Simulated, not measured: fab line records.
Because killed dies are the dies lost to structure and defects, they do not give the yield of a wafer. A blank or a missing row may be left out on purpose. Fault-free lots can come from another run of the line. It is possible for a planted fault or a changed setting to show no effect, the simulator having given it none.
fab line records ; flow nand-harc
record: lots: 6; wafers: 18; last-day: 24
route steps=1159 shown A_ONON_D1@430 END@1159
lots that met no fault: taken from a fault-free run of the same line
start-h: the number of hours between the record's first day and the start of the first shown wafer of the lot ; wait-h: how many hours have passed since the lot's step before this one ; " the same as in the row above ; L1.1+2: a row that stands for several wafers ; - no value, or no start given ; * or withheld: withheld ; < > ~ a bound
route shown NAME@n: a module of which the file shows steps, and the number in the route of the first ; usual: mean/standard deviation of fault-free wafers ; same: alike in all rows ; chamber/n: place in a boat ; sites: readings site by site ; _std_site: the values' standard deviation ; _edge_site: the outer-site mean with the inner-site mean subtracted ; radius-mm: how far each site lies from the wafer's centre ; mask NAME#n: copy n ; behind: tool/chamber where the wafer was last shaped ; hold: what put the lot on hold/how long, in hours/how the hold closed ; device: transistor that didn't switch, given as n, p or np ; end of line: the tests these same wafers got at the end of their route ; a step given without rows: its recipe and nothing more ; killed: at the first sort, the dies lost to defects and structure; wafer yield is something else ; map: shows each die of a wafer: x if killed, . if not, _ if none is there
set.NAME: the setting that was run; set.NAME@STEP: the one run at that earlier step ; model.NAME: the simulator's own value behind a step, which no gauge read
certain route steps with their lots: each step a table, each wafer a row
services: from which hour (start-h, from the record's first day; less than 0 if before it) a tool's chamber was out of use, for how many hours, and why
== steps ==
step: NHARC_A_ONON_D1_DEP_09
recipe: target-thk-a: 10000; n2-flow-sccm: 2750; n2o-flow-sccm: 2000; nh3-flow-sccm: 500; sih4-flow-sccm: 210; temp-c: 400
step: NHARC_A_ONON_D1_THK_MEAS_11
recipe: thk-meas-gauge: ellipsometry
usual: thk-nm: 1000/9.6
lot.wafer;tool;chamber;start-h;wait-h;thk-nm
L351.4;film-metro-02;-;189.84;-;981
L351.5;film-metro-02;-;189.84;-;980
L351.6;film-metro-02;-;189.84;-;981
L353.1;film-metro-02;-;201.53;-;1002
L353.4;film-metro-02;-;201.53;-;1002
L353.5;film-metro-02;-;201.53;-;1001
L361.2;film-metro-02;-;253.06;-;998
L361.4;film-metro-02;-;253.06;-;998
L361.5;film-metro-02;-;253.06;-;999
L363.1;film-metro-02;-;259.69;-;996
L363.4;film-metro-02;-;259.69;-;998
L363.5;film-metro-02;-;259.69;-;999
L366.1;film-metro-02;-;285.20;-;1015
L366.3;film-metro-02;-;285.20;-;1018
L366.4;film-metro-02;-;285.20;-;1018
L368.1;film-metro-02;-;294.42;-;1005
L368.2;film-metro-02;-;294.42;-;1003
L368.5;film-metro-02;-;294.42;-;1004
step: NHARC_A_ONON_D1_DEP_12
recipe: target-thk-a: 10000; n2-flow-sccm: 2750; n2o-flow-sccm: 2000; nh3-flow-sccm: 500; sih4-flow-sccm: 210; temp-c: 400
step: NHARC_A_ONON_D1_THK_MEAS_14
recipe: thk-meas-gauge: ellipsometry
usual: thk-nm: 998/12
lot.wafer;tool;chamber;start-h;wait-h;thk-nm
L351.4;film-metro-01;-;190.41;-;991
L351.5;film-metro-01;-;190.41;-;990
L351.6;film-metro-01;-;190.41;-;991
L353.1;film-metro-02;-;202.10;-;1005
L353.4;film-metro-02;-;202.10;-;1004
L353.5;film-metro-02;-;202.10;-;1004
L361.2;film-metro-02;-;253.62;-;1000
L361.4;film-metro-02;-;253.62;-;1000
L361.5;film-metro-02;-;253.62;-;999
L363.1;film-metro-02;-;260.26;-;1009
L363.4;film-metro-02;-;260.26;-;1009
L363.5;film-metro-02;-;260.26;-;1010
L366.1;film-metro-01;-;285.76;-;991
L366.3;film-metro-01;-;285.76;-;994
L366.4;film-metro-01;-;285.76;-;994
L368.1;film-metro-02;-;294.99;-;1000
L368.2;film-metro-02;-;294.99;-;999
L368.5;film-metro-02;-;294.99;-;999
step: NHARC_A_ONON_D1_ANNEAL_15
recipe: temp-c: 750; time-s: 3600
step: NHARC_A_ONON_D1_DEP_16
recipe: target-thk-a: 10000; n2-flow-sccm: 2750; n2o-flow-sccm: 2000; nh3-flow-sccm: 500; sih4-flow-sccm: 210; temp-c: 400
step: NHARC_A_ONON_D1_THK_MEAS_18
recipe: thk-meas-gauge: ellipsometry
usual: thk-nm: 997/11
lot.wafer;tool;chamber;start-h;wait-h;thk-nm
L351.4;film-metro-02;-;197.52;-;984
L351.5;film-metro-02;-;197.52;-;985
L351.6;film-metro-02;-;197.52;-;985
L353.1;film-metro-02;-;211.58;-;980
L353.4;film-metro-02;-;211.58;-;982
L353.5;film-metro-02;-;211.58;-;980
L361.2;film-metro-01;-;260.76;-;995
L361.4;film-metro-01;-;260.76;-;994
L361.5;film-metro-01;-;260.76;-;997
L363.1;film-metro-02;-;268.80;-;1000
L363.4;film-metro-02;-;268.80;-;1002
L363.5;film-metro-02;-;268.80;-;1002
L366.1;film-metro-01;-;292.93;-;1004
L366.3;film-metro-01;-;292.93;-;1005
L366.4;film-metro-01;-;292.93;-;1004
L368.1;film-metro-02;-;308.18;-;985
L368.2;film-metro-02;-;308.18;-;983
L368.5;film-metro-02;-;308.18;-;982
step: NHARC_A_ONON_D1_DEP_19
recipe: target-thk-a: 10000; n2-flow-sccm: 2750; n2o-flow-sccm: 2000; nh3-flow-sccm: 500; sih4-flow-sccm: 210; temp-c: 400
step: NHARC_A_ONON_D1_THK_MEAS_21
recipe: thk-meas-gauge: ellipsometry
usual: thk-nm: 995/9.3
lot.wafer;tool;chamber;start-h;wait-h;thk-nm
L351.4;film-metro-01;-;198.09;-;994
L351.5;film-metro-01;-;198.09;-;992
L351.6;film-metro-01;-;198.09;-;992
L353.1;film-metro-02;-;212.15;-;983
L353.4;film-metro-02;-;212.15;-;984
L353.5;film-metro-02;-;212.15;-;984
L361.2;film-metro-02;-;261.36;-;985
L361.4;film-metro-02;-;261.36;-;984
L361.5;film-metro-02;-;261.36;-;982
L363.1;film-metro-02;-;269.37;-;1015
L363.4;film-metro-02;-;269.37;-;1018
L363.5;film-metro-02;-;269.37;-;1013
L366.1;film-metro-01;-;293.50;-;995
L366.3;film-metro-01;-;293.50;-;996
L366.4;film-metro-01;-;293.50;-;996
L368.1;film-metro-02;-;308.75;-;991
L368.2;film-metro-02;-;308.75;-;991
L368.5;film-metro-02;-;308.75;-;989
step: NHARC_A_ONON_D1_DEP_22
recipe: target-thk-a: 10000; n2-flow-sccm: 2750; n2o-flow-sccm: 2000; nh3-flow-sccm: 500; sih4-flow-sccm: 210; temp-c: 400
step: NHARC_A_ONON_D1_THK_MEAS_24
recipe: thk-meas-gauge: ellipsometry
usual: thk-nm: 1000/12
lot.wafer;tool;chamber;start-h;wait-h;thk-nm
L351.4;film-metro-01;-;198.67;-;1007
L351.5;film-metro-01;-;198.67;-;1003
L351.6;film-metro-01;-;198.67;-;1006
L353.1;film-metro-02;-;212.71;-;1003
L353.4;film-metro-02;-;212.71;-;1005
L353.5;film-metro-02;-;212.71;-;1003
L361.2;film-metro-01;-;261.94;-;990
L361.4;film-metro-01;-;261.94;-;989
L361.5;film-metro-01;-;261.94;-;989
L363.1;film-metro-02;-;269.93;-;1007
L363.4;film-metro-02;-;269.93;-;1006
L363.5;film-metro-02;-;269.93;-;1006
L366.1;film-metro-01;-;294.06;-;976
L366.3;film-metro-01;-;294.06;-;974
L366.4;film-metro-01;-;294.06;-;976
L368.1;film-metro-02;-;309.32;-;1012
L368.2;film-metro-02;-;309.32;-;1013
L368.5;film-metro-02;-;309.32;-;1014
step: NHARC_A_ONON_D1_DEP_25
recipe: target-thk-a: 10000; n2-flow-sccm: 2750; n2o-flow-sccm: 2000; nh3-flow-sccm: 500; sih4-flow-sccm: 210; temp-c: 400
lot.wafer;tool;chamber;start-h;wait-h
L351.4+5+6;pecvd-onon-02;0;198.90;0.2
L353.1+4+5;pecvd-onon-04;0;212.77;0.1
L361.2+4+5;pecvd-onon-02;0;262.05;0.1
L363.1+4+5;pecvd-onon-02;0;269.99;0.1
L366.1+3+4;pecvd-onon-03;0;294.12;0.1
L368.1+2+5;pecvd-onon-03;0;309.38;0.1
step: NHARC_A_ONON_D1_THK_MEAS_27
recipe: thk-meas-gauge: ellipsometry
usual: thk-nm: 1001/9
lot.wafer;tool;chamber;start-h;wait-h;hold;thk-nm
L351.4;film-metro-02;-;199.24;-;-;995
L351.5;film-metro-02;-;199.24;-;-;994
L351.6;film-metro-02;-;199.24;-;-;995
L353.1;film-metro-01;-;213.29;-;-;1012
L353.4;film-metro-01;-;213.29;-;-;1012
L353.5;film-metro-01;-;213.29;-;-;1011
L361.2;film-metro-02;-;262.51;-;await-dispo/0.2h/release;1527
L361.4;film-metro-02;-;262.51;-;await-dispo/0.2h/release;1525
L361.5;film-metro-02;-;262.51;-;await-dispo/0.2h/release;1527
L361.2;film-metro-02;-;262.68;0.2;-;1526
L361.4;film-metro-02;-;262.68;0.2;-;1526
L361.5;film-metro-02;-;262.68;0.2;-;1525
L363.1;film-metro-01;-;270.50;-;await-dispo/0.2h/release;1536
L363.4;film-metro-01;-;270.50;-;await-dispo/0.2h/release;1538
L363.5;film-metro-01;-;270.50;-;await-dispo/0.2h/release;1538
L363.1;film-metro-01;-;270.68;0.2;-;1537
L363.4;film-metro-01;-;270.68;0.2;-;1537
L363.5;film-metro-01;-;270.68;0.2;-;1534
L366.1;film-metro-02;-;294.63;-;-;996
L366.3;film-metro-02;-;294.63;-;-;996
L366.4;film-metro-02;-;294.63;-;-;997
L368.1;film-metro-02;-;309.89;-;-;1005
L368.2;film-metro-02;-;309.89;-;-;1004
L368.5;film-metro-02;-;309.89;-;-;1004
step: NHARC_END_SORT_01
recipe: temp-c: 25
usual: defect-limited-yield: 95.6/1.7; killed-at-array: 27/11; killed-at-other: 0.7/0.93; killed-at-periphery: 2.9/1.9; killed-dies: 30/11; killed-open: 3.1/1.7; killed-short: 1.9/1.3; sort_bin_2_pct: 1.4/0.68; sort_bin_3_pct: 0.28/0.25; sort_bin_4_pct: 2.8/1.1; sort-n-pass: 647/11; sort-rim-yield-pct: 95.4/2.7; sort-yield-pct: 95.6/1.7
same: gross-dies: 677; sort_bin_5_pct[%]: 0; sort_bin_6_pct[%]: 0; sort_bin_7_pct[%]: 0; sort_bin_8_pct[%]: 0; sort-rim-n-gross: 106.00
lot.wafer;tool;chamber;start-h;wait-h;defect-limited-yield[%];killed-at-array;killed-at-other;killed-at-periphery;killed-dies;killed-open;killed-short;sort_bin_2_pct[%];sort_bin_3_pct[%];sort_bin_4_pct[%];sort-n-pass;sort-rim-yield-pct[%];sort-yield-pct[%]
L368.1;prober-02;0;575.31;2.5;94.8;28;0;7;35;6;3;1.3;0.30;3.5;642;92.5;94.8
L368.2;prober-02;0;576.10;2.8;94.5;30;0;7;37;5;1;1.8;0.59;3.1;640;96.2;94.5
L368.5;prober-02;0;578.48;3.7;95.7;26;0;3;29;2;0;1.2;0.89;2.2;648;100.0;95.7
killed by level:class
L368.1 A_SLIT:chamber-film-flake=14 A_CHANNEL_HOLE_D1:chamber-film-flake=5 P_GATE:chamber-film-flake=3 A_CONTACT:chamber-film-flake=3 A_WL_FILL:geometric-particle:open=2 P_CONTACT:geometric-particle:open=1 P_M0:geometric-particle:open=1 P_M1:geometric-particle:short=1
L368.2 A_SLIT:chamber-film-flake=17 A_CHANNEL_HOLE_D1:chamber-film-flake=6 P_GATE:chamber-film-flake=4 A_CONTACT:chamber-film-flake=3 P_M1:geometric-particle:open=2 A_BLC:geometric-particle:open=2 P_STI:geometric-particle:open=1 A_WL_FILL:geometric-particle:short=1
L368.5 A_SLIT:chamber-film-flake=13 A_CHANNEL_HOLE_D1:chamber-film-flake=5 A_BLC:geometric-particle:open=2 P_GATE:chamber-film-flake=2 A_CHANNEL_FILL_D1:chamber-film-flake=2 A_CONTACT:chamber-film-flake=2 P_STI:chamber-film-flake=1 A_ZERO_WELL:chamber-film-flake=1
== services ==
tool;chamber;start-h;hours;kind
pecvd-onon-03;-;223.76;8.2;repair
pecvd-onon-04;-;237.20;13.0;pm
pecvd-onon-02;-;292.00;13.0;pm
== key ==
first-sign: step: NHARC_A_ONON_D1_THK_MEAS_27; reading: visit; direction: added
effect: step: NHARC_A_ONON_D1_THK_MEAS_27; reading: thk-nm; direction: up; sigmas: 59; usual: 1001; struck: 1532
met-at NHARC_A_ONON_D1_DEP_25
struck-wafers L361.2,L361.4,L361.5,L363.1,L363.4,L363.5
scrapped-behind NHARC_A_ONON_D1_THK_MEAS_27 L361.2,L361.4,L361.5,L363.1,L363.4,L363.5
onset-between 198.90 262.05
fault: kind: process-parameter-drift; tool: pecvd-onon-02; chamber: 0; onset-h: 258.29; steps: NHARC_A_ONON_D1_DEP_25; channel: target-thk-a; offset: *; shape: step; end-h: 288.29; acts-in: *; stated: *
